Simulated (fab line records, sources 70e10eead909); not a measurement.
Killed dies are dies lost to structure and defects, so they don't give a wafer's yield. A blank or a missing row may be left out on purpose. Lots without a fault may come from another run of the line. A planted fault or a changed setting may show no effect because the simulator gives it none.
A struck lot beside a sound one | flow nand_harc | 15 steps out of a route of 1302
Sound: wafers L730.3, L730.4, L730.5. Struck: wafers L739.1, L739.3, L739.4. The cause comes at the end.
At each step with rows: each side's tool, then ch and its chambers, then its first start. Under that, the readings that differ: sound wafers | struck wafers | difference of the means | sigmas: that difference in standard deviations of wafers without a fault.
alike: readings whose means differ by less than 2 such deviations, and words and numbers that are the same on both sides. not compared: withheld readings, readings that some wafer has no value for, bounds like >300 that may hide the same value, and numbers for which the record gives no deviation and whose values overlap.
The two part at a step that has a row with sigmas, a row that says differs or no value, or rows on one side only. Numbers that don't overlap but have no deviation are shown without sigmas and don't part them. A reading that every wafer of one side lacks parts them only if that side has two wafers or more.

NHARC_A_SGD_CUT_ETCH_15: etches the open film in CH3F/O2, target depth 75 nm, time 64.3 s.
  sound on rie_diel-09 ch 2,3; struck on rie_diel-10 ch 0,1,3
  alike: bias_w, ch3f_flow_sccm, drypump_motor_current_A, oes_product_au, rf_vpp_V, showerhead_plenum_p_Torr, throttle_valve_pct
  not compared: rf_hours_counter_h
NHARC_A_SGD_CUT_ETCH_16: etches the open film in C4F8/O2/Ar, target depth 310.5 nm, time 155.2 s.
  sound on rie_diel-09 ch 0,3; struck on rie_diel-10 ch 0,2,3
  alike: bias_w, oes_product_au, rf_vpp_V
  not compared: rf_hours_counter_h
then, 1 step without rows for these wafers: NHARC_A_SGD_CUT_STRIP_60 (strips in C4F8/O2/Ar).
NHARC_A_SGD_CUT_STRIP_17: strips in O2.
  sound on rie_diel-09 ch 0,2; struck on rie_diel-10 ch 0,2,3
  alike: drypump_motor_current_A, oes_product_au, rf_vpp_V, showerhead_plenum_p_Torr, throttle_valve_pct
  not compared: rf_hours_counter_h
then, 4 steps without rows for these wafers: NHARC_A_SGD_CUT_PRECLEAN_18 (cleans in SC1); NHARC_A_SGD_CUT_SRD_19; NHARC_A_SGD_CUT_DEP_20 (deposits SiO2, target thk 150 nm); NHARC_A_SGD_CUT_ANNEAL_27 (time 1800 s).
NHARC_A_SGD_CUT_CMP_21: polishes, target thk 148.19 nm.
  sound on cmp-02 ch 0,3, day 20 04:45; struck on cmp-02 ch 1,2,3, day 25 17:44
  alike: motor_current_A, time_to_endpoint_s
NHARC_A_SGD_CUT_THK_MEAS_22: measures by ellipsometry.
  sound on film_metro-01, day 20 05:01; struck on film_metro-01, day 25 17:59
  alike: thk_nm
then, 2 steps without rows for these wafers: NHARC_A_SGD_CUT_SRD_23; NHARC_A_SGD_CUT_ETCH_26 (etches SiO2 in dHF, target depth 45.8 nm).
NHARC_A_SGD_CUT_ETCHBACK_24: etches the open film in CH3F/O2, target depth 50 nm, time 92.857 s.
  sound on rie_diel-10 ch 1,2, day 20 05:18; struck on rie_diel-01 ch 1,2,3, day 25 18:13
  no value came back on the struck wafers for any of 7 readings (bias_w (W), ch3f_flow_sccm (sccm) and others); on the sound wafers bias_w (W) reads 99.6 100.1 100.0
  not compared: rf_hours_counter_h
NHARC_A_SGD_CUT_STRIP_28: strips in O2, time 20 s.
  sound on rie_diel-10 ch 1,2,3; struck on rie_diel-01 ch 0,1,2, day 25 18:21
  alike: drypump_motor_current_A, oes_product_au, rf_vpp_V, showerhead_plenum_p_Torr, throttle_valve_pct
  not compared: rf_hours_counter_h
-- the record jumps here: 5 days lie between the struck wafers' starts before and after (it left off in module A_SGD_CUT and takes up again in module END, whose first step shown is number 1302 of the route) --
NHARC_END_SORT_01:
  sound on prober-01 ch 0, day 25 10:17; struck on prober-02 ch 0, day 30 18:44
  reading             | sound | struck      | difference | sigmas
  killed_at_array     | 49    | 674 673 675 | +625       | +33
  killed_at_periphery | 8     | 2 2 0       | -7         | -2
  killed_dies         | 58    | 677 677 677 | +619       | +33
  alike: killed_at_other, killed_open, killed_short

WHERE THEY PART
First at NHARC_A_SGD_CUT_ETCHBACK_24; last, within this record, at NHARC_END_SORT_01.

WHY: what the simulator had put in
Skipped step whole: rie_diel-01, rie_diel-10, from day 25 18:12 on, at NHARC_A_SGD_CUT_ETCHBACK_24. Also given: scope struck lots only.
